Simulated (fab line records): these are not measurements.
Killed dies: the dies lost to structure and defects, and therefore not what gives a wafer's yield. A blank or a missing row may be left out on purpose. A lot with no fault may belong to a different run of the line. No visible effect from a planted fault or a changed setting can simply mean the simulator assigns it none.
Lot-split experiment + flow n5Finfet + on a route of 1938 steps: 7 lots, 21 wafers read

## THE SPLIT
At N5_BEOL_M13_COAT_58 (time 60 s, resist thk 89 nm), the setting spinRpm was moved away from the recipe's 1500 rpm on 6 of the 21 wafers read, by -4.9% to +11.1%. The other wafers ran this setting at the recipe's value.

There is no step in the file separating the split from the reading.

## THE READING
etch.depthNm (the simulator's own value, which no gauge read), in nm, at N5_BEOL_M13_ETCH_59 (etches BARC in N2/H2, target depth 89 nm, overetch 26.7 nm, time 67.9 s). The file does not state a usual value for it. Across the 15 wafers here that went through the recipe, the average is 88.87 nm and the standard deviation 0.21 nm.

| wafer  | tool, chamber at the split | spinRpm as run, rpm | against the recipe | etch.depthNm, nm | against lot-mates on the recipe |
|--------|----------------------------|---------------------|--------------------|------------------|---------------------------------|
| L074.1 | lithoTrack-02, 0           | 1500                | recipe             | 88.51            | -                               |
| L074.3 | lithoTrack-02, 0           | 1500                | recipe             | 88.69            | -                               |
| L074.6 | lithoTrack-02, 0           | 1666                | +11.1%             | 84.15            | -4.45                           |
| L078.3 | lithoTrack-03, 0           | 1500                | recipe             | 89.18            | -                               |
| L078.4 | lithoTrack-03, 0           | 1500                | recipe             | 89.19            | -                               |
| L078.6 | lithoTrack-03, 0           | 1427                | -4.9%              | 91.39            | +2.20                           |
| L081.1 | lithoTrack-04, 0           | 1500                | recipe             | 88.65            | -                               |
| L081.4 | lithoTrack-04, 0           | 1500                | recipe             | 88.74            | -                               |
| L081.6 | lithoTrack-04, 0           | 1500                | recipe             | 88.67            | -                               |
| L084.2 | lithoTrack-03, 0           | 1624                | +8.3%              | 85.37            | -3.66                           |
| L084.3 | lithoTrack-03, 0           | 1500                | recipe             | 89.23            | -                               |
| L084.5 | lithoTrack-03, 0           | 1500                | recipe             | 88.83            | -                               |
| L087.4 | lithoTrack-02, 0           | 1500                | recipe             | 88.78            | -                               |
| L087.5 | lithoTrack-02, 0           | 1500                | recipe             | 88.84            | -                               |
| L087.6 | lithoTrack-02, 0           | 1500                | recipe             | 88.76            | -                               |
| L093.1 | lithoTrack-02, 0           | 1432                | -4.5%              | 91.04            | no lot-mate on the recipe       |
| L093.2 | lithoTrack-02, 0           | 1432                | -4.5%              | 91.26            | no lot-mate on the recipe       |
| L093.6 | lithoTrack-02, 0           | 1432                | -4.5%              | 91.11            | no lot-mate on the recipe       |
| L092.3 | lithoTrack-03, 0           | 1500                | recipe             | 88.96            | -                               |
| L092.5 | lithoTrack-03, 0           | 1500                | recipe             | 89.07            | -                               |
| L092.6 | lithoTrack-03, 0           | 1500                | recipe             | 89               | -                               |

FIT RESULTS
A straight line over all 21 wafers: etch.depthNm changes by -0.45 nm for each +1% of spinRpm; r = -0.99; the points scatter about the line by 0.23 nm.
The same after taking each lot's own level away (the mean of its wafers on the recipe; 18 wafers): -0.421 nm for each +1%; r = -1.00; scatter 0.11 nm.
That fit puts the effect of the largest move of spinRpm on the reading at 4.7 nm.
Across the lots, their own levels run from 88.600 to 89.185 nm, a range of 2.7 times the standard deviation given above.
So the lot-to-lot level changes the slope little: the two slopes agree.
Check: -4.93 nm against its lot-mates is what the line predicts for one of the wafers moved furthest among these (+11.1%) when that wafer is left out of the fit. Against them it came out at -4.45 nm.

## FURTHER SPLITS ON THESE WAFERS
Before the reading, these wafers also passed through other splits. Each is held against what the fit with the lots' levels taken away leaves over:
| other split on the same wafers | wafers away from the commonest value | r with etch.depthNm (lot level and that fit taken away) |
|--------------------------------|--------------------------------------|---------------------------------------------------------|
| N5_BEOL_M12_PEB_08 pebTempC    | 6                                    | +0.17                                                   |

## THE WHOLE CHAIN: every reading that the file lists as answering this split, in the file's order
| step                 | what it does                                                            | reading                                                                         | change (the file's fit)               | r (the file's) |
|----------------------|-------------------------------------------------------------------------|---------------------------------------------------------------------------------|---------------------------------------|----------------|
| N5_BEOL_M13_COAT_58  | time 60 s, resist thk 89 nm                                             | BARC_of_BEOL_M13_COAT_58.thkNm (the simulator's own value, which no gauge read) | -0.416 nm for each +1% of the setting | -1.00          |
| N5_BEOL_M13_ETCH_59  | etches BARC in N2/H2, target depth 89 nm, overetch 26.7 nm, time 67.9 s | etch.depthNm (the simulator's own value, which no gauge read)                   | -0.421 nm for each +1% of the setting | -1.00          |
| N5_BEOL_M13_STRIP_64 | strips in N2/H2                                                         | stripTimeToEndpointS                                                            | withheld for each +1% of the setting  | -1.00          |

## THE FILE'S OWN FIT
etch.depthNm changes by -0.421 nm for each +1% of spinRpm, r = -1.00.
